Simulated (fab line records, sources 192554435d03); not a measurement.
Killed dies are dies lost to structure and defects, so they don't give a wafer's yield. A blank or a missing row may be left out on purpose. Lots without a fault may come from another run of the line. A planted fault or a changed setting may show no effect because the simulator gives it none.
Chamber matching | flow n5_finfet | N5_BEOL_M13_ETCH_68 on rie_diel-04: 4 sister chambers
The step etches SOC in N2/H2, time 355 s. 4 wafers are shown with their chamber, then 7 later ones without.

WAFERS WITH THEIR CHAMBER
wafer  | chamber | showerhead_plenum_p_Torr (Torr)
L077.1 | 1       | 2.68
L077.2 | 0       | 2.51
L083.1 | 2       | 2.69
L083.2 | 3       | 2.68

WAFERS WITHOUT THEIR CHAMBER
wafer  | showerhead_plenum_p_Torr (Torr)
L083.6 | 2.68
L087.3 | 2.67
L087.4 | 2.68
L087.5 | 2.68
L094.1 | 2.50
L094.2 | 2.67
L094.4 | 2.68

WHICH CHAMBER EACH WENT THROUGH
wafer  | from the rows above          | in truth
L083.6 | can't be placed: 1 or 3 or 2 | 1
L087.3 | can't be placed: 1 or 3 or 2 | 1
L087.4 | can't be placed: 1 or 3 or 2 | 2
L087.5 | can't be placed: 1 or 3 or 2 | 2
L094.1 | 0                            | 0
L094.2 | can't be placed: 1 or 3 or 2 | 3
L094.4 | can't be placed: 1 or 3 or 2 | 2
Placed correctly: 1 of 7. Can't be placed from these rows: 6 (the true chamber is among the candidates in 6). Placed wrongly: 0.
How it was worked out, from the rows above alone: a wafer's distance from a chamber is the root of the sum, over the readings, of the square of ((its reading less the chamber's mean) divided by the reading's scatter). The wafer belongs to the nearest chamber; if the next one is less than 2 further off, it can't be placed. A chamber's mean is the mean of its shown wafers. The scatter: with one shown wafer a chamber, the root of the mean of the squares of how far each hidden wafer lies from its nearest shown one.
